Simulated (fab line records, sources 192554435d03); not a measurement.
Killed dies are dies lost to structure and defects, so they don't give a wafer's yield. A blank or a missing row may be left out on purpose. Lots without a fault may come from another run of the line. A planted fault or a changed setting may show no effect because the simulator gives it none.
A struck lot beside a sound one | flow n5_finfet | 15 steps out of a route of 1938
Sound: wafers L165.1, L165.3, L165.6. Struck: wafer L180.6. (L180.2 of the same lot was not struck and is left out.) The cause comes at the end.
At each step with rows: each side's tool, then ch and its chambers, then its first start. Under that, the readings that differ: sound wafers | struck wafers | difference of the means | sigmas: that difference in standard deviations of wafers without a fault.
alike: readings whose means differ by less than 2 such deviations, and words and numbers that are the same on both sides. not compared: withheld readings, readings that some wafer has no value for, bounds like >300 that may hide the same value, and numbers for which the record gives no deviation and whose values overlap.
The two part at a step that has a row with sigmas, a row that says differs or no value, or rows on one side only. Numbers that don't overlap but have no deviation are shown without sigmas and don't part them. A reading that every wafer of one side lacks parts them only if that side has two wafers or more.

first, 6 steps without rows for these wafers: N5_BEOL_M4_COAT_22 (resist thk 30 nm); N5_BEOL_M4_EBR_24; N5_BEOL_M4_SOFTBAKE_23 (time 60 s); N5_BEOL_M4_EXPOSE_25 (exposes mask V3, defocus 5 nm); N5_BEOL_M4_PEB_26 (peb time 60 s); N5_BEOL_M4_DEVELOP_27 (develop time 30 s).
N5_BEOL_M4_CD_MEAS_28: target cd 26.2 nm, target cd y 24.1 nm.
  sound on cd_sem-03 ch 0, day 7 07:20; struck on cd_sem-01 ch 0, day 11 07:11
  alike: cd_nm
N5_BEOL_M4_OVL_MEAS_29:
  sound on overlay-01 ch 0, day 7 07:22; struck on overlay-02 ch 0, day 11 07:13
  alike: V3_OVL
N5_BEOL_M4_INSPECT_30: inspects for defects (brightfield).
  sound on defect_inspect-01, day 7 07:25; struck on defect_inspect-01, day 11 07:16
  alike: raw_defect_count
N5_BEOL_M4_DESCUM_33: chemistry O2, time 7 s.
  sound on rie_diel-04 ch 1,2,3, day 7 07:38; struck on rie_diel-03 ch 3, day 11 07:21
  alike: bias_power_w, chamber_pressure_mTorr, drypump_motor_current_A, oes_product_au, rf_fwd_power_W, rf_vpp_V, showerhead_plenum_p_Torr, throttle_valve_pct
  not compared: rf_hours_counter_h
N5_BEOL_M4_ETCH_77: etches underlayer in N2/H2, target depth 6.5 nm, time 5.2 s.
  sound on rie_diel-04 ch 1,2,3, day 7 07:40; struck on rie_diel-03 ch 3, day 11 07:23
  alike: chamber_pressure_mTorr, drypump_motor_current_A, etch_rf_on_time_s, oes_product_au, rf_fwd_power_W, rf_vpp_V, showerhead_plenum_p_Torr, throttle_valve_pct
  not compared: rf_hours_counter_h
N5_BEOL_M4_ETCH_69: etches SiARC in CF4, target depth 15.6 nm, time 26 s.
  sound on rie_diel-04 ch 1,2,3, day 7 07:41; struck on rie_diel-03 ch 3, day 11 07:24
  alike: chamber_pressure_mTorr, drypump_motor_current_A, etch_rf_on_time_s, oes_product_au, rf_fwd_power_W, rf_vpp_V, showerhead_plenum_p_Torr, throttle_valve_pct
  not compared: rf_hours_counter_h
N5_BEOL_M4_ALD_98: deposits SiO2, target thk 2.5 nm, pulse time 1 s, co reactant pulse time 1 s.
  sound on ald_sin-01 ch 0,2, day 7 07:54; struck on ald_sin-03 ch 1, day 11 07:29
  reading                                  | sound             | struck | difference | sigmas
  ald_cycles                               | 17 17 17          | 12     | -5         |
  chamber_pressure_Torr (Torr)             | 1.996 1.994 1.997 | 2.007  | +0.011     | +3
  model.SiO2_of_BEOL_M4_ALD_98.thk_nm (nm) | 2.6 2.4 2.4       | 1.8    | -0.7       |
  alike: heater_power_outer_w, heater_power_w, precursor_pulse_height_rel
  not compared: since_wet_clean_h
N5_BEOL_M4_ETCHBACK_99: etches SiO2 in CHF3, target depth 5 nm, time 10.4 s.
  sound on rie_diel-05 ch 0,1,2, day 7 10:11; struck on rie_diel-03 ch 2, day 11 10:29
  reading                     | sound       | struck | difference | sigmas
  drypump_motor_current_A (A) | 5.2 5.8 5.5 | 6.6    | +1.1       | +3
  alike: chamber_pressure_mTorr, oes_f_703_au, oes_product_au, rf_fwd_power_W, rf_vpp_V, showerhead_plenum_p_Torr, throttle_valve_pct
  not compared: rf_hours_counter_h
N5_BEOL_M4_RC_MEAS_101:
  sound on prober-02 ch 0, day 7 16:19; struck on prober-02 ch 0, day 11 15:35
  reading        | sound          | struck | difference | sigmas
  DIBL_N (mV/V)  | 36.2 36.5 38.5 | 33.0   | -4.1       | -2
  DIBL_P (mV/V)  | 37.5 37.2 39.5 | 32.4   | -5.7       | -3
  IOFF_N (nA/um) | 0.18 0.18 0.21 | 0.10   | -0.09      | -3
  IOFF_P (nA/um) | 0.23 0.23 0.27 | 0.13   | -0.11      | -3
  ION_P (uA/um)  | 462 461 469    | 447    | -17        | -2
  SS_P (mV/dec)  | 74.0 73.7 74.1 | 71.2   | -2.7       | -4
  VT_N (mV)      | 251 248 248    | 257    | +8         | +2
  VT_P (mV)      | -251 -250 -246 | -258   | -9         | -3
  alike: ION_N, SS_N

WHERE THEY PART
First at N5_BEOL_M4_ALD_98; last, within this record, at N5_BEOL_M4_RC_MEAS_101.

WHY: what the simulator had put in
Process parameter drift: ald_sin-03, from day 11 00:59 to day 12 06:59, at N5_BEOL_M4_ALD_98. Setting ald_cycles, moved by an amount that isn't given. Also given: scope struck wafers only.
